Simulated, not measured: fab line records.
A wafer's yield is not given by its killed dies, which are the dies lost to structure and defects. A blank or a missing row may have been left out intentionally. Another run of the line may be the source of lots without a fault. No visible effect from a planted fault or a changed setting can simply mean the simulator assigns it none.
Chamber matching / flow nand harc / rie diel-02 running NHARC_A_CHANNEL_FILL_D2_ETCHBACK_20: 4 sister chambers
The step etches the open film in C4F8/O2/Ar, target depth 27 nm, time 13.5 s. 4 wafers are shown with their chamber, then 10 later ones without.

## WAFERS, EACH WITH ITS CHAMBER
wafer=L085.2; chamber=3; rf vpp V (V)=977
wafer=L085.4; chamber=0; rf vpp V (V)=974
wafer=L085.6; chamber=1; rf vpp V (V)=987
wafer=L087.5; chamber=2; rf vpp V (V)=977

## WAFERS WHOSE CHAMBER IS MISSING
wafer=L087.6; rf vpp V (V)=977
wafer=L091.1; rf vpp V (V)=986
wafer=L091.2; rf vpp V (V)=975
wafer=L091.4; rf vpp V (V)=978
wafer=L092.3; rf vpp V (V)=975
wafer=L092.4; rf vpp V (V)=976
wafer=L092.5; rf vpp V (V)=987
wafer=L093.2; rf vpp V (V)=977
wafer=L093.3; rf vpp V (V)=987
wafer=L093.5; rf vpp V (V)=987

## THE CHAMBER EACH PASSED THROUGH
wafer=L087.6; from the rows above=can't be placed: 2 or 3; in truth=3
wafer=L091.1; from the rows above=1; in truth=1
wafer=L091.2; from the rows above=can't be placed: 0 or 2 or 3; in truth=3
wafer=L091.4; from the rows above=can't be placed: 2 or 3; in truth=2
wafer=L092.3; from the rows above=can't be placed: 0 or 2 or 3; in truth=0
wafer=L092.4; from the rows above=can't be placed: 2 or 3 or 0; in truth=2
wafer=L092.5; from the rows above=1; in truth=1
wafer=L093.2; from the rows above=can't be placed: 2 or 3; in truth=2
wafer=L093.3; from the rows above=1; in truth=1
wafer=L093.5; from the rows above=1; in truth=1
Placed correctly: 4 of 10. Can't be placed from these rows: 6 (the true chamber is among the candidates in 6). Wrongly placed: 0.
How it was worked out, from the rows above alone: a wafer's distance from a chamber is the root of the sum, over the readings, of the square of ((its reading less the chamber's mean) divided by the reading's scatter). If the next closest chamber is less than 2 further off than the closest, the wafer can't be placed; otherwise it belongs to the closest. The mean given for a chamber averages the wafers shown for that chamber. The scatter: root of mean squared gap, hidden wafer to nearest shown wafer, with one shown wafer a chamber.
